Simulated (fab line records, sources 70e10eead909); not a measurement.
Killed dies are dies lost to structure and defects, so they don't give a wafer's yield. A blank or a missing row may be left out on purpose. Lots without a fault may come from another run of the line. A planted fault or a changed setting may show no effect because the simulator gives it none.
Chamber matching | flow nand_harc | NHARC_A_CONTACT_DEP_24 on pecvd-01: 3 sister chambers
The step deposits SiO2, target thk 500 nm. 18 wafers are shown with their chamber, then 9 later ones without.

WAFERS WITH THEIR CHAMBER
wafer  | chamber | heater_power_w (W) | throttle_valve_pct (%)
L078.2 | 2       | 434                | 16.1
L078.3 | 1       | 373                | 16.0
L078.5 | 1       | 397                | 16.0
L080.2 | 1       | 475                | 16.0
L080.4 | 0       | 577                | 15.9
L080.6 | 1       | 484                | 16.1
L081.1 | 0       | 643                | 16.0
L081.2 | 2       | 444                | 16.2
L081.4 | 1       | 356                | 16.0
L083.1 | 0       | 638                | 15.9
L083.3 | 1       | 480                | 16.1
L083.5 | 1       | 489                | 16.0
L090.1 | 1       | 393                | 16.4
L090.3 | 0       | 716                | 15.5
L090.6 | 1       | 423                | 16.3
L088.2 | 1       | 436                | 16.4
L088.3 | 0       | 667                | 15.7
L088.6 | 0       | 715                | 15.7

SIGNATURES (means of the wafers above)
reading            | chamber 0 | chamber 1 | chamber 2 | scatter within a chamber
heater_power_w     | 659.33    | 430.60    | 439.00    | 49.1
throttle_valve_pct | 15.783    | 16.130    | 16.150    | 0.17
Rule: a wafer's distance from a chamber is the root of the sum, over the readings, of the square of ((its reading less the chamber's mean) divided by the reading's scatter). The wafer belongs to the nearest chamber; if the next one is less than 2 further off, it can't be placed. The scatter: the root of (the sum of the squares of (reading less its chamber's mean) over the shown wafers, divided by (wafers less chambers)).

WAFERS WITHOUT THEIR CHAMBER
wafer  | heater_power_w (W) | throttle_valve_pct (%)
L093.1 | 473                | 16.4
L093.2 | 744                | 15.7
L093.6 | 713                | 15.7
L092.1 | 419                | 16.5
L092.3 | 453                | 15.9
L092.4 | 668                | 15.7
L096.2 | 748                | 15.7
L096.4 | 415                | 15.9
L096.5 | 783                | 15.9

WHICH CHAMBER EACH WENT THROUGH
wafer  | from the rows above     | in truth
L093.1 | can't be placed: 2 or 1 | 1
L093.2 | 0                       | 0
L093.6 | 0                       | 0
L092.1 | can't be placed: 2 or 1 | 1
L092.3 | can't be placed: 1 or 2 | 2
L092.4 | 0                       | 0
L096.2 | 0                       | 0
L096.4 | can't be placed: 1 or 2 | 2
L096.5 | 0                       | 0
Placed correctly: 5 of 9. Can't be placed from these rows: 4 (the true chamber is among the candidates in 4). Placed wrongly: 0.
